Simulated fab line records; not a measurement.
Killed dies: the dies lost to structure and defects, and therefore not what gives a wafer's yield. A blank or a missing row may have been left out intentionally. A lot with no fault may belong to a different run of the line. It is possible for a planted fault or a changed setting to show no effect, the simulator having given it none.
Matching of chambers | flow nandHarc | NHARC_A_CONTACT_ETCH_90 on rieDiel-12 has 4 sister chambers
The step etches the open film in CH3F/O2, target depth 40 nm, time 85.7 s. 33 wafers are shown with their chamber, then 12 later ones without.

== WAFERS PAIRED WITH THEIR CHAMBERS ==
wafer  | chamber | drypumpMotorCurrentA (A) | showerheadPlenumPTorr (Torr) | rfVppV (V)
L074.2 | 1       | 5.8                      | 2.46                         | 243.9
L074.3 | 3       | 6.5                      | 2.40                         | 243.8
L074.6 | 1       | 5.8                      | 2.46                         | 244.5
L075.2 | 0       | 5.5                      | 2.44                         | 243.9
L075.4 | 3       | 6.5                      | 2.40                         | 245.0
L075.5 | 1       | 5.8                      | 2.46                         | 243.9
L078.1 | 0       | 5.5                      | 2.44                         | 244.5
L078.2 | 3       | 6.5                      | 2.40                         | 243.6
L078.4 | 1       | 5.8                      | 2.45                         | 244.4
L081.1 | 0       | 5.4                      | 2.44                         | 243.6
L081.3 | 3       | 6.6                      | 2.40                         | 244.1
L081.5 | 0       | 5.4                      | 2.44                         | 244.1
L080.3 | 2       | 5.1                      | 2.38                         | 243.6
L080.5 | 3       | 6.5                      | 2.40                         | 244.1
L080.6 | 0       | 5.5                      | 2.44                         | 242.5
L083.2 | 2       | 5.1                      | 2.38                         | 243.7
L083.5 | 2       | 5.1                      | 2.38                         | 242.9
L083.6 | 3       | 6.5                      | 2.40                         | 241.3
L082.4 | 3       | 6.5                      | 2.40                         | 244.1
L082.5 | 3       | 6.5                      | 2.40                         | 243.4
L082.6 | 0       | 5.4                      | 2.44                         | 245.4
L086.2 | 3       | 6.5                      | 2.39                         | 244.2
L086.5 | 3       | 6.5                      | 2.39                         | 243.5
L086.6 | 0       | 5.5                      | 2.44                         | 241.1
L087.2 | 2       | 5.1                      | 2.38                         | 241.4
L087.3 | 3       | 6.5                      | 2.39                         | 243.7
L087.4 | 0       | 5.5                      | 2.44                         | 244.7
L088.2 | 1       | 5.8                      | 2.45                         | 244.0
L088.4 | 2       | 5.1                      | 2.38                         | 243.9
L088.5 | 2       | 5.1                      | 2.38                         | 242.8
L090.1 | 0       | 5.5                      | 2.43                         | 243.7
L090.2 | 3       | 6.5                      | 2.39                         | 243.5
L090.3 | 2       | 5.0                      | 2.38                         | 242.5

SIGNATURES (averages over the wafers above)
reading               | chamber 0 | chamber 1 | chamber 2 | chamber 3 | scatter within a chamber
drypumpMotorCurrentA  | 5.467     | 5.800     | 5.086     | 6.508     | 0.0361
showerheadPlenumPTorr | 2.4389    | 2.4560    | 2.3800    | 2.3967    | 0.00405
rfVppV                | 243.722   | 244.140   | 242.971   | 243.692   | 0.95
Rule: a wafer's distance from a chamber is the root of the sum, over the readings, of the square of ((its reading less the chamber's mean) divided by the reading's scatter). The wafer belongs to the nearest chamber; if the next one is less than 2 further off, it can't be placed. How the scatter is found: for the shown wafers, subtract from each reading the mean of its chamber, square and add these, divide the total by (wafers less chambers), then take the root.

== WAFERS MISSING THEIR CHAMBER ==
wafer  | drypumpMotorCurrentA (A) | showerheadPlenumPTorr (Torr) | rfVppV (V)
L093.2 | 6.5                      | 2.39                         | 243.5
L093.3 | 5.5                      | 2.43                         | 244.6
L093.4 | 5.8                      | 2.44                         | 243.4
L094.2 | 5.5                      | 2.43                         | 242.6
L094.4 | 6.5                      | 2.39                         | 242.6
L094.5 | 6.5                      | 2.39                         | 242.6
L095.1 | 5.8                      | 2.44                         | 243.3
L095.2 | 6.5                      | 2.39                         | 241.6
L095.4 | 5.5                      | 2.43                         | 244.9
L097.1 | 6.5                      | 2.38                         | 243.6
L097.2 | 5.4                      | 2.43                         | 244.5
L097.5 | 5.5                      | 2.43                         | 244.0

== WHICH CHAMBER EACH ONE RAN IN ==
wafer  | from the rows above | in truth
L093.2 | 3                   | 3
L093.3 | 0                   | 0
L093.4 | 1                   | 1
L094.2 | 0                   | 0
L094.4 | 3                   | 3
L094.5 | 3                   | 3
L095.1 | 1                   | 1
L095.2 | 3                   | 3
L095.4 | 0                   | 0
L097.1 | 3                   | 3
L097.2 | 0                   | 0
L097.5 | 0                   | 0
Correct placement for 12 of the 12. Can't be placed from these rows: 0. 0 placed wrongly.
